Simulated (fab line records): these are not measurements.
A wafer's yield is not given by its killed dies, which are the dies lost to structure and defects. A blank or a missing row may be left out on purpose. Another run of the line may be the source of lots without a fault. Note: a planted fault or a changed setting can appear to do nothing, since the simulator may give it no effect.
Matching of chambers	flow n5 finfet	N5_BEOL_M3_ALD_84 on ald metal-02: 4 sister chambers
The step deposits TaN, pulse time 2 s, purge time 3 s, co reactant purge time 2 s. 4 wafers are shown with their chamber, then 8 later ones without.

## WAFERS PAIRED WITH THEIR CHAMBERS
wafer	chamber	heater power w (W)
L079.1	2	367
L079.3	3	357
L090.6	1	458
L094.2	0	462

## WAFERS WITH NO CHAMBER GIVEN
wafer	heater power w (W)
L094.4	359
L094.5	349
L096.1	354
L096.4	451
L096.5	348
L097.1	360
L097.5	451
L097.6	366

## WHICH CHAMBER EACH WENT THROUGH
wafer	from the rows above	in truth
L094.4	can't be placed: 3 or 2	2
L094.5	can't be placed: 3 or 2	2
L096.1	can't be placed: 3 or 2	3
L096.4	can't be placed: 1 or 0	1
L096.5	can't be placed: 3 or 2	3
L097.1	can't be placed: 3 or 2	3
L097.5	can't be placed: 1 or 0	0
L097.6	can't be placed: 2 or 3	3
Correct placement for 0 of the 8. Can't be placed from these rows: 8 (the true chamber is among the candidates in 8). 0 placed wrongly.
How it was worked out, from the rows above alone: a wafer's distance from a chamber is the root of the sum, over the readings, of the square of ((its reading less the chamber's mean) divided by the reading's scatter). If the next closest chamber is less than 2 further off than the closest, the wafer can't be placed; otherwise it belongs to the closest. For every chamber, the mean is computed from those of its wafers that are shown. The scatter: root of mean squared gap, hidden wafer to nearest shown wafer, with one shown wafer a chamber.
